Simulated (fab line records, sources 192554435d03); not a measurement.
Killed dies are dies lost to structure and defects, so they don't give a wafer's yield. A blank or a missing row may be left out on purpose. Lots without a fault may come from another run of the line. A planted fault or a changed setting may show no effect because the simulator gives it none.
Problem report in the 8D (eight disciplines) form, filled by code | flow n5_finfet | the parts of the form that need people (team, actions taken, sign-off) are left out

1. THE PROBLEM
susceptor_temp_C at N5_BEOL_M2_PECVD_72 reads a mean of 393.64 C on 3 wafers of 2 lots; wafers without a fault read 399.99 C with a standard deviation of 0.22. That is -29 standard deviations from the usual mean.
The step: deposits SiO2 from TEOS/O2, target thk 16 nm, time 18 s.
First seen on wafer L453.2, day 10 05:55, on pecvd-01. The record holds 29 wafers of 10 lots with a number at this step. Rule for "out", or "out of limits": more than 4 standard deviations from the usual mean. The other wafers with a number count as sound.

2. WHAT IT IS AND WHAT IT IS NOT
question                    | is                     | is not
which readings at this step | susceptor_temp_C       | heater_power_w, rf_fwd_power_W, showerhead_plenum_p_Torr, throttle_valve_pct
which lots                  | L453, L454             | L440, L441, L443, L444, L447, L458, L460, L461
which wafers of those lots  | L453.2, L454.2, L454.6 | L453.3, L453.5, L454.5
read on which tools         | pecvd-01               | pecvd-03, pecvd-04
when                        | from day 10 05:55      | up to then (16 sound wafers); but 10 sound wafers of L454, L458, L460, L461 came after

3. SUSPECTS, AND WHAT RULES EACH OUT
Counting: a tool at a process step up to the reading stays a suspect if it ran every lot that is out. Sound lots after the first of them don't rule it out here, since some wafers of a struck lot are sound.
- pecvd-01 at N5_BEOL_M2_PECVD_72 (deposits SiO2 from TEOS/O2, target thk 16 nm, time 18 s): kept. It ran every lot that is out, first L453 (day 10 05:55); its last sound lot up to then is L447 (day 8 16:23). Its own readings are out on those wafers: susceptor_temp_C.
- Within pecvd-01 at N5_BEOL_M2_PECVD_72: the wafers that are out ran in chamber 2; their sound lot-mates ran in chambers 0, 1.
Left after counting: pecvd-01 at N5_BEOL_M2_PECVD_72.

4. THE CAUSE (what the simulator had put in)
Process parameter drift: pecvd-01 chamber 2, from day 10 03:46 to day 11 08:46, at N5_BEOL_M2_PECVD_72. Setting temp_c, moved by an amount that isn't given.
Counting left only this tool.

5. THE CHAIN OF EFFECTS, in route order
Each row: a reading whose mean over the struck wafers that have a number lies more than 3 standard deviations from the usual. Only readings for which the record gives a usual standard deviation are gone through. hours: the time from each lot's start at the first step in this table that gives one to its start at this step, as a median over the lots. sigmas: the change in usual standard deviations.
hours | step                | reading          | usual    | on struck wafers | change | sigmas
0     | N5_BEOL_M2_PECVD_72 | susceptor_temp_C | 399.99 C | 393.64           | -6.35  | -29
The process steps in it:
- N5_BEOL_M2_PECVD_72: deposits SiO2 from TEOS/O2, target thk 16 nm, time 18 s.
Later measuring or inspecting steps at which every struck wafer that the step has a row for has a number for every such reading, and none has moved that far: N5_BEOL_M4_RC_MEAS_101.

6. WHAT WOULD HAVE CAUGHT IT SOONER
In this record the first reading out of limits was taken at day 10 05:55, 2 hours after the fault began at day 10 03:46.
